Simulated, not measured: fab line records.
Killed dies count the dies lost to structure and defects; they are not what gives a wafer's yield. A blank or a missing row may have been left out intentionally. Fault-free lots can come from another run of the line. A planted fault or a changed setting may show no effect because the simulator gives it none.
fab line records	flow n5-finfet
record: lots: 24	wafers: 72	last-day: 20
route steps=1938 shown BEOL_M1@821 BEOL_M2@841
lots with no fault: from the same line, run without faults
start-h: hours from the record's opening day to when the first of the lot's shown wafers began	wait-h: hours from the lot's prior step to this one	" the same as in the row above	L1.1+2: a row that stands for several wafers	- no value, or no start was given	* or withheld: withheld	< > ~ a bound
route shown NAME@n: names a module that has steps shown in the file, with the first one's number in the route	usual: mean/standard deviation taken from wafers without a fault	same: alike in all rows	chamber/n: place in a boat	sites: readings site by site	_std_site: the values' standard deviation	_edge_site: mean of outer sites minus mean of inner sites	radius-mm: how far each site lies from the wafer's centre	mask NAME#n: copy n	behind: the tool/chamber that last shaped the wafer	hold: the reason the lot was held/the length of the hold in hours/how it ended	device: which transistor (n, p or np) failed to switch	end of line: the tests these same wafers got at the end of their route	step lacking rows: just its recipe	killed: at the first sort, the dies lost to defects and structure; wafer yield is something else	map: dies across one wafer; x = killed, . = not, _ = none there
set.NAME: the setting as run; set.NAME@STEP: as run at that earlier step	model.NAME: the simulator's own value behind a step, which no gauge read
the route's steps for a sample of lots (tables are steps, rows are wafers)
services: when a tool's chamber went out of use (start-h, in hours from the record's first day, below 0 if earlier), for how many hours, and the reason
== steps ==
step: N5_BEOL_M1_ANNEAL_87
recipe: temp-c: 400	time-s: 240	ambient: vacuum
usual: heater-power-w: 845/95	susceptor_temp_C_max: 401.1/0.49
lot.wafer	tool	chamber	start-h	wait-h	heater-power-w	susceptor_temp_C_max
L074.4	pvd-sputter-02	-	138.46	0.0	1011	400.7
L074.5	"	-	"	"	830	401.4
L074.6	"	-	"	"	801	401.2
L075.2	pvd-sputter-01	-	143.29	0.0	863	400.8
L075.4	"	-	"	"	951	401.8
L075.6	"	-	"	"	879	401.0
L076.1	pvd-sputter-03	-	151.54	0.0	795	400.8
L076.2	"	-	"	"	814	401.6
L076.5	"	-	"	"	765	400.4
L077.1	pvd-sputter-02	-	153.22	0.0	802	401.4
L077.3	"	-	"	"	817	401.6
L077.5	"	-	"	"	830	401.0
L078.2	pvd-sputter-01	-	154.26	0.0	864	400.4
L078.4	"	-	"	"	966	400.4
L078.5	"	-	"	"	957	400.6
L079.1	pvd-sputter-03	-	165.78	0.0	800	401.2
L079.2	"	-	"	"	976	401.7
L079.6	"	-	"	"	939	402.0
L080.1	pvd-sputter-01	-	174.10	0.0	856	400.5
L080.3	"	-	"	"	961	401.7
L080.6	"	-	"	"	947	401.2
L081.3	pvd-sputter-03	-	174.65	0.0	768	400.5
L081.4	"	-	"	"	784	401.6
L081.5	"	-	"	"	818	401.6
L082.2	pvd-sputter-02	-	184.54	0.0	669	400.5
L082.3	"	-	"	"	986	400.5
L082.5	"	-	"	"	839	401.9
L084.1	pvd-sputter-02	-	186.38	0.0	823	401.2
L084.3	"	-	"	"	685	400.7
L084.6	"	-	"	"	975	401.1
L083.1	pvd-sputter-02	-	189.36	0.0	690	400.8
L083.5	"	-	"	"	852	402.1
L083.6	"	-	"	"	675	400.8
L085.1	pvd-sputter-02	-	192.52	0.0	781	401.2
L085.2	"	-	"	"	971	401.3
L085.6	"	-	"	"	988	400.9
L086.3	pvd-sputter-03	-	209.40	0.0	810	401.5
L086.4	"	-	"	"	782	400.8
L086.5	"	-	"	"	773	401.1
L087.3	pvd-sputter-01	-	220.07	0.0	855	400.9
L087.5	"	-	"	"	873	400.8
L087.6	"	-	"	"	962	400.2
L089.1	pvd-sputter-03	-	220.29	0.0	751	400.7
L089.3	"	-	"	"	820	401.1
L089.4	"	-	"	"	972	401.5
L090.2	pvd-sputter-02	-	224.47	0.0	982	400.0
L090.3	"	-	"	"	782	400.9
L090.4	"	-	"	"	696	400.9
L088.1	pvd-sputter-03	-	226.03	0.0	781	400.5
L088.2	"	-	"	"	785	401.7
L088.5	"	-	"	"	962	401.7
L091.3	pvd-sputter-02	-	226.67	0.0	1002	400.9
L091.5	"	-	"	"	841	402.1
L091.6	"	-	"	"	676	400.4
L092.2	pvd-sputter-02	-	238.19	0.0	784	401.1
L092.5	"	-	"	"	772	400.9
L092.6	"	-	"	"	971	400.5
L093.1	pvd-sputter-03	-	239.20	0.0	791	401.3
L093.4	"	-	"	"	958	401.3
L093.5	"	-	"	"	784	401.3
L094.1	pvd-sputter-02	-	249.15	0.0	684	400.9
L094.5	"	-	"	"	980	400.7
L094.6	"	-	"	"	673	401.2
L095.2	pvd-sputter-01	-	259.73	0.0	845	400.9
L095.3	"	-	"	"	863	400.8
L095.5	"	-	"	"	849	400.9
L097.1	pvd-sputter-01	-	268.43	0.0	947	400.7
L097.2	"	-	"	"	863	400.3
L097.3	"	-	"	"	950	401.2
L096.1	pvd-sputter-03	-	269.14	0.0	949	401.3
L096.3	"	-	"	"	787	401.3
L096.5	"	-	"	"	790	401.2
step: N5_BEOL_M1_ANNEAL_89
recipe: temp-c: 400	time-s: 240	ambient: vacuum
usual: heater-power-w: 846/94	susceptor_temp_C_max: 401.1/0.49
lot.wafer	tool	chamber	start-h	wait-h	heater-power-w	susceptor_temp_C_max
L074.4	pvd-sputter-02	-	138.68	0.0	979	400.8
L074.5	"	-	"	"	834	401.9
L074.6	"	-	"	"	795	400.8
L075.2	pvd-sputter-01	-	143.51	0.0	878	400.8
L075.4	"	-	"	"	952	401.1
L075.6	"	-	"	"	863	401.3
L076.1	pvd-sputter-03	-	151.76	0.0	769	401.0
L076.2	"	-	"	"	818	401.9
L076.5	"	-	"	"	779	400.9
L077.1	pvd-sputter-02	-	153.44	0.0	770	401.4
L077.3	"	-	"	"	801	401.2
L077.5	"	-	"	"	822	401.6
L078.2	pvd-sputter-01	-	154.48	0.0	886	401.1
L078.4	"	-	"	"	944	400.8
L078.5	"	-	"	"	967	400.9
L079.1	pvd-sputter-03	-	166.00	0.0	793	401.4
L079.2	"	-	"	"	974	401.2
L079.6	"	-	"	"	952	401.1
L080.1	pvd-sputter-01	-	174.32	0.0	883	400.9
L080.3	"	-	"	"	940	401.7
L080.6	"	-	"	"	950	401.5
L081.3	pvd-sputter-03	-	174.87	0.0	784	400.5
L081.4	"	-	"	"	807	401.0
L081.5	"	-	"	"	793	401.6
L082.2	pvd-sputter-02	-	184.76	0.0	680	400.6
L082.3	"	-	"	"	1001	400.6
L082.5	"	-	"	"	816	401.7
L084.1	pvd-sputter-02	-	186.60	0.0	825	401.3
L084.3	"	-	"	"	667	400.7
L084.6	"	-	"	"	960	400.5
L083.1	pvd-sputter-02	-	189.58	0.0	679	400.4
L083.5	"	-	"	"	820	402.0
L083.6	"	-	"	"	677	400.2
L085.1	pvd-sputter-02	-	192.74	0.0	793	400.8
L085.2	"	-	"	"	979	400.5
L085.6	"	-	"	"	997	401.1
L086.3	pvd-sputter-03	-	209.62	0.0	804	402.0
L086.4	"	-	"	"	773	401.3
L086.5	"	-	"	"	772	401.1
L087.3	pvd-sputter-01	-	220.29	0.0	883	400.8
L087.5	"	-	"	"	865	400.7
L087.6	"	-	"	"	953	400.7
L089.1	pvd-sputter-03	-	220.51	0.0	790	400.7
L089.3	"	-	"	"	806	401.5
L089.4	"	-	"	"	942	401.7
L090.2	pvd-sputter-02	-	224.69	0.0	995	400.5
L090.3	"	-	"	"	791	400.7
L090.4	"	-	"	"	674	400.4
L088.1	pvd-sputter-03	-	226.25	0.0	776	400.7
L088.2	"	-	"	"	806	401.2
L088.5	"	-	"	"	946	402.1
L091.3	pvd-sputter-02	-	226.89	0.0	975	401.2
L091.5	"	-	"	"	810	401.7
L091.6	"	-	"	"	671	400.8
L092.2	pvd-sputter-02	-	238.41	0.0	811	400.8
L092.5	"	-	"	"	802	401.2
L092.6	"	-	"	"	997	400.8
L093.1	pvd-sputter-03	-	239.42	0.0	797	401.7
L093.4	"	-	"	"	954	401.5
L093.5	"	-	"	"	798	401.7
L094.1	pvd-sputter-02	-	249.37	0.0	683	400.7
L094.5	"	-	"	"	967	400.6
L094.6	"	-	"	"	685	400.5
L095.2	pvd-sputter-01	-	259.95	0.0	859	401.1
L095.3	"	-	"	"	869	400.5
L095.5	"	-	"	"	855	401.2
L097.1	pvd-sputter-01	-	268.65	0.0	927	400.7
L097.2	"	-	"	"	853	401.1
L097.3	"	-	"	"	925	401.3
L096.1	pvd-sputter-03	-	269.36	0.0	961	402.4
L096.3	"	-	"	"	812	401.8
L096.5	"	-	"	"	798	401.1
step: N5_BEOL_M2_ILD_DEP_00
recipe: material: SiOC	target-thk-a: 790	temp-c: 350	precursor: DEMS/O2	pressure-torr: 5	rf-w: 500	time-s: 15.3
usual: heater-power-w: 487/75	showerhead-plenum-p-Torr: 5.697/0.015	throttle-valve-pct: 12.0/0.51
lot.wafer	tool	chamber	start-h	wait-h	heater-power-w	showerhead-plenum-p-Torr	throttle-valve-pct
L074.4	pecvd-01	1	141.40	0.1	437	5.683	12.2
L074.5	"	2	"	"	456	5.697	11.4
L074.6	"	0	"	"	625	5.686	11.7
L075.2	pecvd-04	2	145.75	0.0	500	5.714	11.8
L075.4	"	1	"	"	464	5.674	13.5
L075.6	"	0	"	"	402	5.721	12.3
L076.1	pecvd-02	2	153.81	0.0	524	5.703	11.5
L076.2	"	1	"	"	398	5.695	12.1
L076.5	"	0	"	"	581	5.697	11.6
L077.1	pecvd-01	0	155.35	0.0	592	5.696	11.9
L077.3	"	1	"	"	457	5.679	12.1
L077.5	"	0	"	"	592	5.692	11.6
L078.2	pecvd-01	1	156.39	0.0	421	5.686	12.0
L078.4	"	2	"	"	441	5.720	11.6
L078.5	"	0	"	"	554	5.676	12.1
L079.1	pecvd-04	1	167.91	0.0	440	5.672	13.2
L079.2	"	2	"	"	451	5.712	11.9
L079.6	"	1	"	"	450	5.669	13.4
L080.1	pecvd-01	2	176.62	0.0	461	5.698	11.4
L080.3	"	1	"	"	393	5.696	12.2
L080.6	"	2	"	"	456	5.694	11.4
L081.3	pecvd-04	0	176.87	0.0	408	5.740	12.1
L081.4	"	0	"	"	425	5.728	12.4
L081.5	"	1	"	"	496	5.670	13.5
L082.2	pecvd-01	0	186.67	0.0	572	5.686	11.8
L082.3	"	1	"	"	435	5.692	12.2
L082.5	"	2	"	"	548	5.708	11.6
L084.1	pecvd-01	2	188.53	0.0	476	5.702	11.4
L084.3	"	0	"	"	570	5.700	11.9
L084.6	"	2	"	"	492	5.706	11.4
L083.1	pecvd-02	1	191.54	0.0	330	5.683	12.5
L083.5	"	2	"	"	440	5.700	11.3
L083.6	"	0	"	"	593	5.699	11.5
L085.1	pecvd-02	1	194.72	0.0	403	5.685	12.5
L085.2	"	0	"	"	578	5.698	11.6
L085.6	"	2	"	"	506	5.684	11.2
L086.3	pecvd-01	0	211.56	0.0	585	5.688	12.0
L086.4	"	0	"	"	593	5.689	11.9
L086.5	"	2	"	"	472	5.699	11.3
L087.3	pecvd-02	2	222.24	0.0	531	5.701	11.5
L087.5	"	1	"	"	388	5.676	12.3
L087.6	"	2	"	"	523	5.690	11.3
L089.1	pecvd-04	2	222.44	0.0	549	5.719	11.9
L089.3	"	1	"	"	400	5.671	13.5
L089.4	"	2	"	"	440	5.723	11.8
L090.2	pecvd-04	0	226.79	0.0	380	5.720	12.5
L090.3	"	1	"	"	444	5.664	13.0
L090.4	"	0	"	"	383	5.735	12.4
L088.1	pecvd-01	0	228.16	0.0	605	5.700	12.1
L088.2	"	1	"	"	381	5.678	12.2
L088.5	"	2	"	"	555	5.703	11.4
L091.3	pecvd-01	1	230.43	0.0	474	5.662	12.0
L091.5	"	0	"	"	593	5.686	12.0
L091.6	"	2	"	"	486	5.699	11.5
L092.2	pecvd-04	0	240.35	0.0	383	5.721	12.4
L092.5	"	2	"	"	531	5.719	11.9
L092.6	"	0	"	"	402	5.719	12.3
L093.1	pecvd-01	2	241.33	0.0	489	5.707	11.6
L093.4	"	0	"	"	597	5.690	11.8
L093.5	"	1	"	"	374	5.688	12.0
L094.1	pecvd-02	0	251.43	0.0	573	5.692	11.6
L094.5	"	2	"	"	479	5.686	11.6
L094.6	"	1	"	"	375	5.682	12.2
L095.2	pecvd-02	1	262.14	0.0	364	5.689	12.1
L095.3	"	0	"	"	571	5.696	11.7
L095.5	"	2	"	"	517	5.672	11.4
L097.1	pecvd-01	0	270.59	0.0	614	5.697	11.9
L097.2	"	1	"	"	442	5.700	12.2
L097.3	"	2	"	"	527	5.700	11.6
L096.1	pecvd-01	0	271.29	0.0	595	5.702	11.8
L096.3	"	2	"	"	509	5.705	11.7
L096.5	"	1	"	"	378	5.690	12.0
step: N5_BEOL_M2_HM_DEP_02
recipe: material: TiN	target-thk-a: 200	temp-c: 25	chamber-pressure-pa: 0.49996
usual: chamber-pressure-pa: 0.5000/0.001	throttle-valve-pct: 30.3/1
lot.wafer	tool	chamber	start-h	wait-h	chamber-pressure-pa	throttle-valve-pct
L074.4	pvd-sputter-03	-	143.05	1.5	0.5014	29.3
L074.5	"	-	"	"	0.4994	31.5
L074.6	"	-	"	"	0.4998	31.0
L075.2	pvd-sputter-01	-	149.41	3.5	0.4996	30.9
L075.4	"	-	"	"	0.5000	29.5
L075.6	"	-	"	"	0.4984	30.9
L076.1	pvd-sputter-02	-	154.98	1.0	0.4990	29.6
L076.2	"	-	"	"	0.4998	29.5
L076.5	"	-	"	"	0.4989	28.4
L077.1	pvd-sputter-03	-	156.24	0.8	0.5013	30.6
L077.3	"	-	"	"	0.4997	31.5
L077.5	"	-	"	"	0.4994	31.4
L078.2	pvd-sputter-02	-	158.86	2.3	0.5008	29.3
L078.4	"	-	"	"	0.4984	29.4
L078.5	"	-	"	"	0.5001	28.2
L079.1	pvd-sputter-02	-	168.08	0.0	0.5003	29.9
L079.2	"	-	"	"	0.5007	29.2
L079.6	"	-	"	"	0.5013	29.9
L080.1	pvd-sputter-01	-	179.03	2.3	0.5003	31.0
L080.3	"	-	"	"	0.5010	31.5
L080.6	"	-	"	"	0.5002	31.6
L081.3	pvd-sputter-01	-	179.23	2.2	0.5006	31.3
L081.4	"	-	"	"	0.5003	30.8
L081.5	"	-	"	"	0.4988	31.3
L082.2	pvd-sputter-02	-	187.86	1.1	0.4994	29.4
L082.3	"	-	"	"	0.5003	30.1
L082.5	"	-	"	"	0.5002	30.1
L084.1	pvd-sputter-01	-	190.57	1.9	0.4982	31.0
L084.3	"	-	"	"	0.4992	31.7
L084.6	"	-	"	"	0.4993	31.4
L083.1	pvd-sputter-03	-	191.83	0.2	0.4993	30.4
L083.5	"	-	"	"	0.4997	31.4
L083.6	"	-	"	"	0.5000	30.9
L085.1	pvd-sputter-01	-	195.15	0.3	0.5004	31.5
L085.2	"	-	"	"	0.5001	30.8
L085.6	"	-	"	"	0.4984	31.8
L086.3	pvd-sputter-01	-	213.71	2.0	0.5012	31.4
L086.4	"	-	"	"	0.5021	30.9
L086.5	"	-	"	"	0.4996	29.3
L087.3	pvd-sputter-03	-	222.80	0.4	0.5009	31.0
L087.5	"	-	"	"	0.5009	29.4
L087.6	"	-	"	"	0.4999	31.4
L089.1	pvd-sputter-03	-	222.90	0.3	0.5004	31.4
L089.3	"	-	"	"	0.5006	31.2
L089.4	"	-	"	"	0.4989	29.7
L090.2	pvd-sputter-02	-	227.85	0.9	0.4985	29.8
L090.3	"	-	"	"	0.4999	30.0
L090.4	"	-	"	"	0.5002	28.2
L088.1	pvd-sputter-02	-	228.53	0.3	0.5003	29.7
L088.2	"	-	"	"	0.5017	29.5
L088.5	"	-	"	"	0.5002	28.0
L091.3	pvd-sputter-03	-	232.20	1.6	0.5008	30.9
L091.5	"	-	"	"	0.4986	30.5
L091.6	"	-	"	"	0.4996	31.1
L092.2	pvd-sputter-01	-	240.75	0.3	0.5020	31.5
L092.5	"	-	"	"	0.4995	31.3
L092.6	"	-	"	"	0.4999	31.4
L093.1	pvd-sputter-01	-	243.01	1.6	0.4989	29.4
L093.4	"	-	"	"	0.4993	31.7
L093.5	"	-	"	"	0.4990	31.2
L094.1	pvd-sputter-03	-	253.41	1.9	0.5021	31.3
L094.5	"	-	"	"	0.5010	31.3
L094.6	"	-	"	"	0.4992	29.4
L095.2	pvd-sputter-03	-	262.74	0.5	0.4991	30.4
L095.3	"	-	"	"	0.4994	31.5
L095.5	"	-	"	"	0.5008	31.0
L097.1	pvd-sputter-01	-	271.89	1.2	0.5012	31.3
L097.2	"	-	"	"	0.5006	31.6
L097.3	"	-	"	"	0.4995	31.0
L096.1	pvd-sputter-01	-	272.11	0.7	0.4996	30.8
L096.3	"	-	"	"	0.5003	29.5
L096.5	"	-	"	"	0.4996	30.7
step: N5_BEOL_M2_ETCH_74
recipe: chemistry: N2/H2	target: underlayer	target-depth-a: 65	mask-material: CAR-EUV	time-s: 5.2	ion-energy-ev: 200	pressure-mtorr: 30	source-w: 840	bias-w: 150	n2-flow-sccm: 200	h2-flow-sccm: 200	ends: cleared
usual: chamber-pressure-mTorr: 30.00/0.04	drypump-motor-current-A: 5.6/0.4	etch-rf-on-time-s: 5.19/0.12	oes-product-au: 0.66/0.076	rf-vpp-V: 524/3	showerhead-plenum-p-Torr: 2.53/0.1	throttle-valve-pct: 17.84/0.2
lot.wafer	tool	chamber	start-h	wait-h	chamber-pressure-mTorr	drypump-motor-current-A	etch-rf-on-time-s	oes-product-au	rf-hours-counter-h	rf-vpp-V	showerhead-plenum-p-Torr	throttle-valve-pct
L074.4	rie-diel-04	0	143.73	0.0	29.99	5.7	5.21	0.84	3	531	2.73	17.70
L074.5	"	3	"	"	29.98	5.8	5.16	0.65	-	525	2.55	17.89
L074.6	"	0	"	"	30.01	5.7	5.19	0.85	-	529	2.73	17.70
L075.2	rie-diel-04	3	150.16	0.0	29.98	5.8	5.08	0.66	146	525	2.55	17.89
L075.4	"	0	"	"	29.95	5.7	5.25	0.83	5	528	2.72	17.69
L075.6	"	2	"	"	29.96	5.7	5.25	0.73	-	522	2.48	17.49
L076.1	rie-diel-02	0	155.67	0.0	29.94	5.3	5.06	0.64	178	525	2.52	17.71
L076.2	"	1	"	"	29.95	5.7	5.11	0.68	125	520	2.45	17.75
L076.5	"	2	"	"	30.03	5.9	5.25	0.59	-	520	2.41	18.21
L077.1	rie-diel-02	3	156.91	0.0	30.02	5.7	5.22	0.60	226	525	2.63	17.88
L077.3	"	1	"	"	29.97	5.7	5.05	0.68	126	522	2.45	17.74
L077.5	"	0	"	"	29.98	5.3	5.07	0.64	-	524	2.52	17.69
L078.2	rie-diel-01	3	159.53	0.0	30.05	4.9	5.13	0.74	48	528	2.70	17.66
L078.4	"	1	"	"	30.03	5.2	5.16	0.61	238	522	2.50	18.07
L078.5	"	1	"	"	29.98	5.3	5.20	0.60	-	522	2.50	18.06
L079.1	rie-diel-02	0	168.80	0.0	30.05	5.3	5.12	0.63	181	523	2.52	17.71
L079.2	"	1	"	"	29.92	5.7	5.11	0.67	129	520	2.45	17.76
L079.6	"	3	"	"	29.99	5.7	5.31	0.60	-	526	2.63	17.89
L080.1	rie-diel-04	3	179.79	0.0	30.03	5.8	5.17	0.64	157	523	2.55	17.91
L080.3	"	2	"	"	30.03	5.8	5.27	0.72	64	521	2.47	17.49
L080.6	"	2	"	"	30.08	5.8	5.31	0.71	-	524	2.47	17.53
L081.3	rie-diel-01	0	179.96	0.0	29.90	4.9	5.34	0.60	193	523	2.50	17.86
L081.4	"	3	"	"	30.04	4.9	5.09	0.73	55	529	2.70	17.64
L081.5	"	3	"	"	30.04	4.9	5.11	0.72	-	529	2.70	17.66
L082.2	rie-diel-01	3	188.97	0.0	30.00	5.0	5.03	0.73	58	527	2.70	17.66
L082.3	"	0	"	"	29.99	4.9	5.32	0.61	197	525	2.50	17.87
L082.5	"	1	"	"	30.05	5.3	5.18	0.59	-	521	2.50	18.05
L084.1	rie-diel-01	2	191.62	0.0	29.94	6.4	5.11	0.73	50	528	2.71	17.82
L084.3	"	1	"	"	29.96	5.3	5.16	0.59	249	523	2.50	18.05
L084.6	"	0	"	"	29.97	4.9	5.36	0.61	-	525	2.50	17.83
L083.1	rie-diel-02	3	192.44	0.0	30.04	5.7	5.28	0.58	237	526	2.63	17.92
L083.5	"	2	"	"	30.04	5.9	5.30	0.59	-	520	2.41	18.23
L083.6	"	3	"	"	29.98	5.7	5.35	0.59	-	527	2.63	17.93
L085.1	rie-diel-02	1	196.15	0.0	30.01	5.7	5.16	0.67	138	519	2.45	17.78
L085.2	"	2	"	"	29.95	5.9	5.27	0.59	229	518	2.41	18.22
L085.6	"	2	"	"	30.07	5.9	5.33	0.58	-	521	2.41	18.22
L086.3	rie-diel-01	1	214.40	0.0	30.01	5.3	5.15	0.83	1	523	2.50	17.66
L086.4	"	3	"	"	30.04	4.9	5.12	0.70	70	526	2.69	17.66
L086.5	"	2	"	"	30.02	6.4	5.15	0.74	-	530	2.70	17.87
L087.3	rie-diel-02	1	225.94	0.0	29.97	5.6	5.13	0.65	150	519	2.44	17.81
L087.5	"	2	"	"	30.04	5.9	5.40	0.57	-	518	2.40	18.25
L087.6	"	0	"	"	30.00	5.3	5.08	0.62	-	521	2.51	17.76
L089.1	rie-diel-02	0	226.21	0.0	30.00	5.3	5.06	0.62	202	525	2.51	17.76
L089.3	"	2	"	"	29.91	5.9	5.44	0.56	242	521	2.40	18.24
L089.4	"	1	"	"	29.97	5.6	5.13	0.66	-	522	2.44	17.79
L090.2	rie-diel-02	0	229.48	0.0	30.03	5.3	5.04	0.62	204	524	2.51	17.74
L090.3	"	1	"	"	29.95	5.7	5.11	0.66	152	522	2.44	17.81
L090.4	"	0	"	"	29.98	5.3	5.05	0.62	-	523	2.51	17.74
L088.1	rie-diel-02	2	229.87	0.0	30.02	5.9	5.43	0.57	244	521	2.40	18.25
L088.2	"	1	"	"	30.00	5.7	5.20	0.65	152	521	2.44	17.78
L088.5	"	2	"	"	29.94	5.9	5.42	0.57	-	520	2.40	18.24
L091.3	rie-diel-04	0	232.75	0.0	29.98	5.7	5.19	0.77	43	529	2.71	17.78
L091.5	"	2	"	"	30.05	5.8	5.23	0.70	-	522	2.46	17.55
L091.6	"	0	"	"	30.01	5.7	5.20	0.77	-	528	2.71	17.75
L092.2	rie-diel-02	1	241.31	0.0	30.04	5.7	5.08	0.65	158	520	2.44	17.80
L092.5	"	0	"	"	29.95	5.3	5.07	0.62	-	522	2.51	17.74
L092.6	"	2	"	"	30.01	5.9	5.39	0.56	-	521	2.40	18.27
L093.1	rie-diel-01	3	243.70	0.0	30.00	4.9	5.16	0.72	76	526	2.69	17.70
L093.4	"	1	"	"	29.93	5.3	5.12	0.81	7	524	2.49	17.64
L093.5	"	1	"	"	30.05	5.3	5.14	0.81	-	520	2.49	17.66
L094.1	rie-diel-02	3	254.08	0.0	29.98	5.7	5.03	0.82	4	526	2.62	17.50
L094.5	"	0	"	"	30.02	5.3	5.03	0.62	-	524	2.51	17.74
L094.6	"	3	"	"	29.98	5.6	4.97	0.83	-	527	2.62	17.45
L095.2	rie-diel-02	1	263.52	0.0	30.08	5.7	5.10	0.65	169	521	2.43	17.83
L095.3	"	3	"	"	29.95	5.6	4.94	0.82	9	524	2.62	17.49
L095.5	"	0	"	"	29.99	5.3	5.04	0.61	-	525	2.50	17.75
L097.1	rie-diel-02	3	272.61	0.0	30.04	5.7	4.97	0.80	14	525	2.62	17.52
L097.2	"	0	"	"	30.06	5.3	5.07	0.60	226	524	2.50	17.77
L097.3	"	1	"	"	29.99	5.7	5.13	0.64	174	519	2.43	17.82
L096.1	rie-diel-01	2	272.77	0.0	29.98	6.4	5.14	0.72	77	527	2.70	17.87
L096.3	"	1	"	"	29.94	5.3	5.19	0.78	15	521	2.49	17.68
L096.5	"	2	"	"	30.02	6.4	5.13	0.72	-	527	2.70	17.87
step: N5_BEOL_M2_CD_MEAS_28
recipe: target-cd-nm: 26.2	landing-energy-ev: 500	detector: se-inlens	target-cd-y-nm: 24.1	polarity: opening
usual: cd-nm: 26.23/0.24
lot.wafer	tool	chamber	start-h	wait-h	cd-nm
L074.4	cd-sem-03	0	144.56	-	25.98
L074.5	"	0	"	"	26.38
L074.6	"	0	"	"	26.30
L075.2	cd-sem-01	0	151.02	-	26.50
L075.4	"	0	"	"	26.36
L075.6	"	0	"	"	26.50
L076.1	cd-sem-01	0	156.38	-	26.44
L076.2	"	0	"	"	26.28
L076.5	"	0	"	"	25.97
L077.1	cd-sem-02	0	157.76	-	26.13
L077.3	"	0	"	"	26.35
L077.5	"	0	"	"	26.13
L078.2	cd-sem-02	0	160.25	-	25.88
L078.4	"	0	"	"	26.70
L078.5	"	0	"	"	26.01
L079.1	cd-sem-01	0	169.64	-	25.94
L079.2	"	0	"	"	26.51
L079.6	"	0	"	"	26.47
L080.1	cd-sem-01	0	180.52	-	25.59
L080.3	"	0	"	"	25.87
L080.6	"	0	"	"	26.42
L081.3	cd-sem-02	0	180.68	-	26.56
L081.4	"	0	"	"	26.28
L081.5	"	0	"	"	25.53
L082.2	cd-sem-03	0	189.81	-	26.44
L082.3	"	0	"	"	26.09
L082.5	"	0	"	"	26.53
L084.1	cd-sem-03	0	192.52	-	26.62
L084.3	"	0	"	"	26.08
L084.6	"	0	"	"	25.78
L083.1	cd-sem-02	0	193.15	-	26.21
L083.5	"	0	"	"	26.29
L083.6	"	0	"	"	26.21
L085.1	cd-sem-01	0	196.99	-	26.03
L085.2	"	0	"	"	26.42
L085.6	"	0	"	"	26.32
L086.3	cd-sem-01	0	215.25	-	26.14
L086.4	"	0	"	"	26.22
L086.5	"	0	"	"	26.03
L087.3	cd-sem-02	0	226.84	-	25.97
L087.5	"	0	"	"	25.90
L087.6	"	0	"	"	26.17
L089.1	cd-sem-02	0	226.95	-	25.94
L089.3	"	0	"	"	25.97
L089.4	"	0	"	"	26.16
L090.2	cd-sem-03	0	230.34	-	26.18
L090.3	"	0	"	"	26.57
L090.4	"	0	"	"	26.38
L088.1	cd-sem-03	0	230.72	-	25.93
L088.2	"	0	"	"	26.52
L088.5	"	0	"	"	26.57
L091.3	cd-sem-03	0	233.51	-	26.26
L091.5	"	0	"	"	25.94
L091.6	"	0	"	"	25.99
L092.2	cd-sem-02	0	242.25	-	26.29
L092.5	"	0	"	"	25.93
L092.6	"	0	"	"	26.37
L093.1	cd-sem-01	0	244.44	-	26.53
L093.4	"	0	"	"	26.12
L093.5	"	0	"	"	26.41
L094.1	cd-sem-02	0	255.07	-	25.94
L094.5	"	0	"	"	26.49
L094.6	"	0	"	"	26.61
L095.2	cd-sem-01	0	264.25	-	26.14
L095.3	"	0	"	"	26.41
L095.5	"	0	"	"	26.33
L097.1	cd-sem-01	0	273.35	-	25.92
L097.2	"	0	"	"	26.66
L097.3	"	0	"	"	26.29
L096.1	cd-sem-02	0	273.53	-	26.20
L096.3	"	0	"	"	26.03
L096.5	"	0	"	"	26.52
== services ==
tool	chamber	start-h	hours	kind
pvd-sputter-01	-	119.50	1.5	repair
pecvd-02	0	123.17	2.1	scheduled-down
pecvd-01	-	124.76	0.7	repair
pecvd-01	0	130.28	5.4	repair
pecvd-04	-	134.90	3.0	repair
pecvd-02	1	148.43	2.9	repair
rie-diel-04	2	158.20	4.0	repair
pecvd-02	2	175.35	2.1	scheduled-down
rie-diel-04	1	175.91	66.9	repair
pecvd-02	-	175.95	0.5	repair
rie-diel-01	1	192.52	-	clean
rie-diel-01	1	192.52	-	consumable-replace:focus-ring
pecvd-04	-	205.95	1.2	repair
rie-diel-01	-	218.42	14.6	pm
rie-diel-02	3	223.86	-	clean
rie-diel-02	3	223.86	-	consumable-replace:focus-ring
pecvd-02	0	230.04	5.0	scheduled-down
pecvd-02	0	235.04	5.5	scheduled-down
pecvd-04	1	238.99	5.5	scheduled-down
rie-diel-02	2	244.49	-	clean
rie-diel-02	2	244.49	-	consumable-replace:focus-ring
rie-diel-02	2	244.49	-	consumable-replace:showerhead
rie-diel-02	2	244.49	30.8	scheduled-down
rie-diel-02	2	244.49	30.8	vent-cycle
== key ==
fault none
